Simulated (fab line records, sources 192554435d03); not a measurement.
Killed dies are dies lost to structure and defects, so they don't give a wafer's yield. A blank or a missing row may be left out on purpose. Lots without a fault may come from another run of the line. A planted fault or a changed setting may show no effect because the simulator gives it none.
fab line records | flow n5_finfet
record lots=7 wafers=21
route steps=1938 shown FIN_SAQP@100 DUMMY_GATE@228
start_h: hours from the record's first day to the start of the lot's first wafer shown | wait_h: hours since the lot's step before | " the same as in the row above | L1.1+2: a row that stands for several wafers | - no value, or no start given | * or withheld: withheld | < > ~ a bound
route shown NAME@n: a module of which the file shows steps, and the number in the route of the first | usual: mean/standard deviation of fault-free wafers | same: alike in all rows | chamber/n: place in a boat | sites: the reading at each site | _std_site: their standard deviation | _edge_site: outer sites' mean less inner sites' | radius_mm: how far each site lies from the wafer's centre | mask NAME#n: copy n | behind: the tool/chamber that last shaped the wafer | hold: why the lot was held/for how many hours/how that ended | device: the transistor (n, p or np) that didn't switch | end of line: the same wafers' tests at the end of the route | a step without rows: its recipe alone | killed: dies lost to structure and defects at the first sort, not the wafer's yield | map: a wafer's dies, x killed, . not, _ none there
set.NAME: the setting as run; set.NAME@STEP: as run at that earlier step | model.NAME: the simulator's own value behind a step, which no gauge read
lots whose settings were changed on purpose; a table a step, a row a wafer
## steps
# step N5_FIN_SAQP_PECVD_06
# recipe material=a-Si target_thk_a=600 temp_c=400 precursor=SiH4/He pressure_torr=3 rf_w=100 time_s=48.1
# columns lot.wafer tool chamber start_h wait_h set.time_s model.a-Si_of_FIN_SAQP_PECVD_06.thk_nm
L077.2 pecvd-04 2 39.50 0.0 50.43 62.87
L077.5 " 0 " " 48.1 61.66
L077.6 " 1 " " 50.43 62.1
L080.2 pecvd-04 0 57.01 0.0 48.1 60.39
L080.3 " 1 " " 48.1 58.5
L080.5 " 0 " " 48.1 61.09
L083.1 pecvd-01 2 77.31 0.0 42.28 53.54
L083.2 " 0 " " 42.28 53.43
L083.6 " 1 " " 42.28 53.36
L087.2 pecvd-01 0 100.43 0.0 41.53 52.13
L087.3 " 2 " " 48.1 60.05
L087.6 " 1 " " 48.1 60.25
L088.3 pecvd-03 2 106.01 0.0 48.1 60.64
L088.4 " 0 " " 53.77 67.88
L088.5 " 1 " " 53.77 67.4
L093.2 pecvd-01 2 135.58 0.0 53.3 65.5
L093.4 " 0 " " 53.3 67.38
L093.6 " 1 " " 48.1 60.57
L095.2 pecvd-04 0 148.73 0.0 48.1 59.83
L095.4 " 2 " " 48.1 60.73
L095.5 " 0 " " 48.1 61.43
# step N5_FIN_SAQP_THK_MEAS_07
# usual thk_nm=60.0/0.94
# columns lot.wafer tool chamber start_h wait_h set.time_s@FIN_SAQP_PECVD_06 thk_nm
L077.2 film_metro-01 - 39.59 0.1 50.43 62.9
L077.5 " - " " 48.1 61.7
L077.6 " - " " 50.43 62.1
L080.2 film_metro-01 - 57.10 0.1 48.1 60.4
L080.3 " - " " 48.1 58.5
L080.5 " - " " 48.1 61.1
L083.1 film_metro-01 - 77.40 0.1 42.28 53.5
L083.2 " - " " 42.28 53.4
L083.6 " - " " 42.28 53.4
L087.2 film_metro-02 - 100.52 0.1 41.53 52.1
L087.3 " - " " 48.1 60.0
L087.6 " - " " 48.1 60.3
L088.3 film_metro-01 - 106.10 0.1 48.1 60.6
L088.4 " - " " 53.77 67.9
L088.5 " - " " 53.77 67.4
L093.2 film_metro-02 - 135.67 0.1 53.3 65.5
L093.4 " - " " 53.3 67.4
L093.6 " - " " 48.1 60.6
L095.2 film_metro-01 - 148.82 0.1 48.1 59.8
L095.4 " - " " 48.1 60.7
L095.5 " - " " 48.1 61.4
# step N5_FIN_SAQP_PEB_14
# recipe peb_temp_c=withheld peb_time_s=60 resist=CAR-ArF
# columns lot.wafer tool chamber start_h wait_h set.peb_time_s
L077.2 litho_track-01 0 40.01 0.0 60
L077.5+6 " 0 " " 54.59
L080.2+3 litho_track-01 0 57.39 0.0 66.35
L080.5 " 0 " " 60
L083.1+2 litho_track-01 0 77.69 0.1 65.99
L083.6 " 0 " " 60
L087.2+3 litho_track-04 0 100.94 0.0 48.1
L087.6 " 0 " " 60
L088.3 litho_track-04 0 106.39 0.0 60
L088.4+5 " 0 " " 71.51
L093.2+6 litho_track-01 0 135.96 0.0 70.75
L093.4 " 0 " " 60
L095.2+4+5 litho_track-04 0 149.11 0.0 60
# step N5_FIN_SAQP_DEVELOP_15
# recipe develop_time_s=30 developer=TMAH resist=CAR-ArF dev_temp_c=23 rinse_liquid=diw dry=air_spin
# step N5_FIN_SAQP_CD_MEAS_16
# recipe target_cd_nm=35.6 landing_energy_ev=500 detector=se_inlens
# usual cd_nm=35.7/0.47
# columns lot.wafer tool chamber start_h wait_h set.peb_time_s@FIN_SAQP_PEB_14 cd_nm
L077.2 cd_sem-01 0 40.08 - 60 35.0
L077.5 " 0 " " 54.59 36.9
L077.6 " 0 " " 54.59 37.0
L080.2 cd_sem-01 0 57.46 - 66.35 34.1
L080.3 " 0 " " 66.35 34.0
L080.5 " 0 " " 60 35.4
L083.1 cd_sem-03 0 77.76 - 65.99 33.9
L083.2 " 0 " " 65.99 34.4
L083.6 " 0 " " 60 35.0
L087.2 cd_sem-01 0 101.01 - 48.1 40.3
L087.3 " 0 " " 48.1 39.9
L087.6 " 0 " " 60 35.7
L088.3 cd_sem-02 0 106.47 - 60 35.8
L088.4 " 0 " " 71.51 33.8
L088.5 " 0 " " 71.51 33.3
L093.2 cd_sem-01 0 136.03 - 70.75 32.9
L093.4 " 0 " " 60 35.2
L093.6 " 0 " " 70.75 33.1
L095.2 cd_sem-01 0 149.18 - 60 35.5
L095.4 " 0 " " 60 35.9
L095.5 " 0 " " 60 35.7
# step N5_FIN_SAQP_ETCH_52
# recipe chemistry=N2/H2 target=SOC target_depth_a=1000 overetch_a=200 mask_material=SiARC temp_c=40 time_s=150 ion_energy_ev=200 pressure_mtorr=30 source_w=840 bias_w=150 n2_flow_sccm=200 h2_flow_sccm=200 ends=end_point
# step N5_FIN_SAQP_STRIP_53
# recipe chemistry=N2/H2 temp_c=40 n2_flow_sccm=200 h2_flow_sccm=200 rf_frequency_hz=6e+07
# step N5_FIN_SAQP_HM_OPEN_73
# recipe chemistry=CHF3/O2 target=SiO2 stop_on=a-Si target_depth_a=120 over_etch_frac=1.8 mask_material=SOC time_s=16.8 pressure_mtorr=30 source_w=650 bias_w=170 Ar_flow_sccm=200 CHF3_flow_sccm=50 O2_flow_sccm=5 ion_energy_ev=200 ends=end_point
# columns lot.wafer tool chamber start_h wait_h set.time_s@FIN_SAQP_PECVD_06 model.a-Si_of_FIN_SAQP_PECVD_06.thk_nm
L077.2 rie_diel-04 2 40.45 0.0 50.43 62.87
L077.5 " 2 " " 48.1 61.66
L077.6 " 1 " " 50.43 62.1
L080.2 rie_diel-04 1 57.84 0.0 48.1 60.39
L080.3 " 2 " " 48.1 58.5
L080.5 " 2 " " 48.1 61.09
L083.1 rie_diel-01 2 78.06 0.0 42.28 53.47
L083.2 " 0 " " 42.28 53.43
L083.6 " 0 " " 42.28 53.36
L087.2 rie_diel-04 1 101.30 0.0 41.53 52.13
L087.3 " 0 " " 48.1 59.88
L087.6 " 0 " " 48.1 60.08
L088.3 rie_diel-04 1 106.75 0.0 48.1 60.64
L088.4 " 1 " " 53.77 67.88
L088.5 " 3 " " 53.77 67.39
L093.2 rie_diel-02 1 136.32 0.0 53.3 65.47
L093.4 " 2 " " 53.3 67.38
L093.6 " 3 " " 48.1 60.51
L095.2 rie_diel-01 0 149.78 0.0 48.1 59.83
L095.4 " 1 " " 48.1 60.73
L095.5 " 2 " " 48.1 61.37
# step N5_FIN_SAQP_STRIP_74
# recipe chemistry=CHF3/O2 resist=SiARC rf_frequency_hz=6e+07
# step N5_FIN_SAQP_MANDREL_ETCH_22
# recipe target_depth_a=600 chemistry=HBr/Cl2 target=a-Si stop_on=SiNx bt_time_s=10 over_etch_frac=0.5 time_s=30 pressure_mtorr=10 icp_w=800 bias_w=75 HBr_flow_sccm=150 Cl2_flow_sccm=80 ends=end_point
# columns lot.wafer tool chamber start_h wait_h set.time_s@FIN_SAQP_PECVD_06 model.etch.depth_nm
L077.2 rie_si-06 1 40.53 0.0 50.43 62.87
L077.5 " 2 " " 48.1 61.66
L077.6 " 1 " " 50.43 62.1
L080.2 rie_si-06 1 57.92 0.0 48.1 60.39
L080.3 " 2 " " 48.1 58.5
L080.5 " 1 " " 48.1 61.09
L083.1 rie_si-06 2 78.14 0.0 42.28 53.47
L083.2 " 1 " " 42.28 53.43
L083.6 " 2 " " 42.28 53.36
L087.2 rie_si-06 0 101.38 0.0 41.53 52.13
L087.3 " 2 " " 48.1 59.88
L087.6 " 1 " " 48.1 60.08
L088.3 rie_si-04 0 106.84 0.0 48.1 60.64
L088.4 " 2 " " 53.77 67.88
L088.5 " 2 " " 53.77 67.39
L093.2 rie_si-04 3 136.41 0.0 53.3 65.47
L093.4 " 2 " " 53.3 67.38
L093.6 " 1 " " 48.1 60.51
L095.2 rie_si-04 1 149.87 0.0 48.1 59.83
L095.4 " 0 " " 48.1 60.73
L095.5 " 1 " " 48.1 61.37
# step N5_DUMMY_GATE_EXPOSE_12
# recipe mask_id=GATE na=0.33 source_shape=annular sigma_inner=0.2 sigma_outer=0.6 polarization=unpolarized target_cd_nm=25 dose_mj=34
# columns lot.wafer tool chamber start_h wait_h mask set.dose_mj
L077.2+5 euv_scanner-01 0 64.65 - GATE#0 34
L077.6 " 0 " " GATE#0 32.29
L080.2+3+5 euv_scanner-01 0 81.31 - GATE#0 34
L083.1 euv_scanner-01 0 102.23 - GATE#0 34
L083.2+6 " 0 " " GATE#0 31.86
L087.2+6 euv_scanner-01 0 125.12 - GATE#0 34
L087.3 " 0 " " GATE#0 32.53
L088.3+4 euv_scanner-01 0 129.75 - GATE#0 34
L088.5 " 0 " " GATE#0 31.53
L093.2+4 euv_scanner-01 0 159.67 - GATE#0 34.88
L093.6 " 0 " " GATE#0 34
L095.2+4+5 euv_scanner-02 0 174.81 - GATE#0 34
# step N5_DUMMY_GATE_PEB_13
# recipe peb_temp_c=100 peb_time_s=60 resist=CAR-EUV
# step N5_DUMMY_GATE_DEVELOP_14
# recipe develop_time_s=30 developer=TMAH resist=CAR-EUV rinse_liquid=surfactant_rinse dry=air_spin dev_temp_c=23
# step N5_DUMMY_GATE_CD_MEAS_15
# recipe target_cd_nm=25.8 landing_energy_ev=500 detector=se_inlens
# usual cd_nm=25.00/0.29
# columns lot.wafer tool chamber start_h wait_h set.dose_mj@DUMMY_GATE_EXPOSE_12 cd_nm
L077.2 cd_sem-03 0 64.77 - 34 24.54
L077.5 " 0 " " 34 24.94
L077.6 " 0 " " 32.29 25.94
L080.2 cd_sem-02 0 81.43 - 34 25.12
L080.3 " 0 " " 34 24.88
L080.5 " 0 " " 34 24.59
L083.1 cd_sem-01 0 102.35 - 34 25.27
L083.2 " 0 " " 31.86 26.70
L083.6 " 0 " " 31.86 26.30
L087.2 cd_sem-03 0 125.25 - 34 25.05
L087.3 " 0 " " 32.53 25.29
L087.6 " 0 " " 34 24.66
L088.3 cd_sem-02 0 129.87 - 34 24.89
L088.4 " 0 " " 34 24.78
L088.5 " 0 " " 31.53 26.69
L093.2 cd_sem-03 0 159.79 - 34.88 24.93
L093.4 " 0 " " 34.88 24.74
L093.6 " 0 " " 34 25.00
L095.2 cd_sem-01 0 174.94 - 34 24.64
L095.4 " 0 " " 34 25.23
L095.5 " 0 " " 34 24.93
# step N5_DUMMY_GATE_DESCUM_20
# recipe chemistry=O2 time_s=6.2 source_power_w=50 bias_power_w=20 pressure_mtorr=20 rf_frequency_hz=2.712e+07 temp_c=40 resist=CAR-EUV o2_flow_sccm=225
# columns lot.wafer tool chamber start_h wait_h set.time_s model.CAR-EUV_of_DUMMY_GATE_COAT_09.thk_nm
L077.2 rie_diel-03 1 64.90 0.0 6.2 26.2
L077.5+6 " 3,2 " " 6.2 26.4
L080.2 rie_diel-03 1 81.56 0.0 7.528 25.6
L080.3+5 " 3 " " 6.2 26.4
L083.1+2 rie_diel-03 0,3 102.49 0.0 6.2 26.4
L083.6 " 1 " " 7.159 25.8
L087.2+3 rie_diel-06 0,1 125.38 0.0 6.2 26.4
L087.6 " 3 " " 6.754 26
L088.3+4+5 rie_diel-03 1,2,1 129.99 0.0 6.2 26.4
L093.2+6 rie_diel-06 3,2 159.92 0.0 5.817 26.4
L093.4 " 0 " " 6.2 26.4
L095.2+4+5 rie_diel-06 0,2,1 175.07 0.0 6.2 26.4
# step N5_DUMMY_GATE_ETCH_29
# recipe chemistry=N2/H2 target=underlayer target_depth_a=130 ion_energy_ev=200 pressure_mtorr=30 source_w=840 bias_w=150 n2_flow_sccm=200 h2_flow_sccm=200
# step N5_DUMMY_GATE_ETCH_36
# recipe chemistry=CF4 target=SiARC target_depth_a=130 pressure_mtorr=40 source_w=545 bias_w=36 Ar_flow_sccm=100 cf4_flow_sccm=100 ion_energy_ev=80
# step N5_DUMMY_GATE_TRIM_49
# recipe chemistry=O2 resist=SOC time_s=29 target_cd_nm=14 source_power_w=300 bias_power_w=0 O2_flow_sccm=100 temp_c=20
# step N5_DUMMY_GATE_STRIP_40
# recipe chemistry=CF4 resist=SiARC power_w=300 bias_power_w=75 pressure_mtorr=50 cf4_flow_sccm=150 rf_frequency_hz=6e+07
# step N5_DUMMY_GATE_CD_MEAS_50
# recipe target_cd_nm=14
# usual cd_nm=14.0/0.45
# columns lot.wafer tool chamber start_h wait_h set.dose_mj@DUMMY_GATE_EXPOSE_12 cd_nm
L077.2 cd_sem-03 - 65.27 0.0 34 12.9
L077.5 " - " " 34 13.5
L077.6 " - " " 32.29 15.2
L080.2 cd_sem-02 - 81.94 0.0 34 13.4
L080.3 " - " " 34 14.2
L080.5 " - " " 34 14.1
L083.1 cd_sem-02 - 102.86 0.0 34 14.7
L083.2 " - " " 31.86 15.9
L083.6 " - " " 31.86 15.2
L087.2 cd_sem-01 - 125.75 0.0 34 13.6
L087.3 " - " " 32.53 14.7
L087.6 " - " " 34 13.2
L088.3 cd_sem-03 - 130.37 0.0 34 13.0
L088.4 " - " " 34 13.7
L088.5 " - " " 31.53 15.1
L093.2 cd_sem-01 - 160.34 0.0 34.88 13.7
L093.4 " - " " 34.88 13.6
L093.6 " - " " 34 14.2
L095.2 cd_sem-02 - 175.45 0.0 34 14.1
L095.4 " - " " 34 14.6
L095.5 " - " " 34 14.0
# step N5_DUMMY_GATE_ETCH_31
# recipe chemistry=C4F6/O2 target=SiO2 mask_material=SOC target_depth_a=825 time_s=27.5 ion_energy_ev=250 pressure_mtorr=30 source_w=345 bias_w=185 Ar_flow_sccm=300 C4F6_flow_sccm=10 O2_flow_sccm=10
# step N5_DUMMY_GATE_STRIP_41
# recipe chemistry=O2 power_w=400 temp_c=40 pressure_mtorr=30 rf_frequency_hz=6e+07 bias_power_w=0 overash_fraction=0.3 o2_flow_sccm=225
# step N5_DUMMY_GATE_ETCH_32
# recipe chemistry=CF4 target=SiO2 target_depth_a=35 time_s=3.9 ion_energy_ev=350 pressure_mtorr=10 icp_w=800 bias_w=400 cf4_flow_sccm=80
# step N5_DUMMY_GATE_ETCH_23
# recipe chemistry=HBr/Cl2/O2 HBr_flow_sccm=150 Cl2_flow_sccm=80 O2_flow_sccm=12 bias_w=102 target_depth_a=410 time_s=22.3 target=poly-Si mask_material=SiO2 pressure_mtorr=10 icp_w=800
# step N5_DUMMY_GATE_ETCH_44
# recipe chemistry=HBr/O2 over_etch_frac=0.7 target_depth_a=1275 stop_on=SiO2 ion_energy_ev=60 bias_w=20 target=poly-Si mask_material=SiO2 pressure_mtorr=20 icp_w=400 HBr_flow_sccm=120 O2_flow_sccm=10
# columns lot.wafer tool chamber start_h wait_h set.dose_mj@DUMMY_GATE_EXPOSE_12 model.DUMMY_GATE.cd_nm
L077.2 rie_si-05 1 65.77 0.0 34 14.2
L077.5 " 0 " " 34 14.6
L077.6 " 3 " " 32.29 16.6
L080.2 rie_si-01 2 82.32 0.0 34 15.2
L080.3 " 1 " " 34 15.6
L080.5 " 3 " " 34 15
L083.1 rie_si-05 1 103.25 0.0 34 15.6
L083.2 " 0 " " 31.86 17.2
L083.6 " 2 " " 31.86 16.2
L087.2 rie_si-01 3 126.13 0.0 34 14.4
L087.3 " 0 " " 32.53 15.6
L087.6 " 3 " " 34 14.6
L088.3 rie_si-01 0 130.75 0.0 34 14
L088.4 " 2 " " 34 15
L088.5 " 1 " " 31.53 16.4
L093.2 rie_si-01 0 160.73 0.0 34.88 14.2
L093.4 " 0 " " 34.88 14
L093.6 " 1 " " 34 15.2
L095.2+5 rie_si-05 3 175.83 0.0 34 15.6
L095.4 " 2 " " 34 15.8
# step N5_DUMMY_GATE_ETCH_42
# recipe chemistry=CHF3/O2 target=SiO2 target_depth_a=35 time_s=31 ion_energy_ev=30 bias_w=12 pressure_mtorr=30 source_w=600 Ar_flow_sccm=200 CHF3_flow_sccm=50 O2_flow_sccm=5
# columns lot.wafer tool chamber start_h wait_h set.dose_mj@DUMMY_GATE_EXPOSE_12 model.DUMMY_GATE.cd_nm
L077.2 rie_diel-05 1 65.92 0.0 34 14.2
L077.5 " 3 " " 34 14.6
L077.6 " 2 " " 32.29 16.6
L080.2 rie_diel-03 3 82.48 0.0 34 15.2
L080.3 " 2 " " 34 15.6
L080.5 " 0 " " 34 15
L083.1 rie_diel-05 1 103.42 0.1 34 15.6
L083.2 " 2 " " 31.86 17.2
L083.6 " 1 " " 31.86 16.2
L087.2 rie_diel-05 3 126.68 0.4 34 14.2
L087.3 " 1 " " 32.53 15.4
L087.6 " 2 " " 34 14.6
L088.3 rie_diel-06 2 130.94 0.1 34 14
L088.4 " 3 " " 34 15
L088.5 " 0 " " 31.53 16.2
L093.2 rie_diel-05 2 160.88 0.0 34.88 14.2
L093.4 " 0 " " 34.88 14
L093.6 " 1 " " 34 15.2
L095.2+4 rie_diel-06 0,1 176.01 0.1 34 15.4
L095.5 " 2 " " 34 15.6
## key
split step=N5_FIN_SAQP_PECVD_06 setting=time_s stated=48.1 by=wafer
response step=N5_FIN_SAQP_PECVD_06 reading=model.a-Si_of_FIN_SAQP_PECVD_06.thk_nm change=+0.557 per=1% r=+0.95
response step=N5_FIN_SAQP_THK_MEAS_07 reading=thk_nm change=* per=1% r=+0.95
response step=N5_FIN_SAQP_HM_OPEN_73 reading=model.a-Si_of_FIN_SAQP_PECVD_06.thk_nm change=+0.553 per=1% r=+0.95
response step=N5_FIN_SAQP_MANDREL_ETCH_22 reading=model.etch.depth_nm change=+0.553 per=1% r=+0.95
split step=N5_FIN_SAQP_PEB_14 setting=peb_time_s stated=60 by=wafer
response step=N5_FIN_SAQP_CD_MEAS_16 reading=cd_nm change=-0.152 per=1% r=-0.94
split step=N5_DUMMY_GATE_EXPOSE_12 setting=dose_mj stated=34 by=wafer
response step=N5_DUMMY_GATE_CD_MEAS_15 reading=cd_nm change=-0.207 per=1% r=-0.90
response step=N5_DUMMY_GATE_CD_MEAS_50 reading=cd_nm change=-0.242 per=1% r=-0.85
response step=N5_DUMMY_GATE_ETCH_44 reading=model.DUMMY_GATE.cd_nm change=-0.275 per=1% r=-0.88
response step=N5_DUMMY_GATE_ETCH_42 reading=model.DUMMY_GATE.cd_nm change=-0.262 per=1% r=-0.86
split step=N5_DUMMY_GATE_DESCUM_20 setting=time_s stated=6.2 by=wafer
response step=N5_DUMMY_GATE_DESCUM_20 reading=model.CAR-EUV_of_DUMMY_GATE_COAT_09.thk_nm change=-0.0368 per=1% r=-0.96
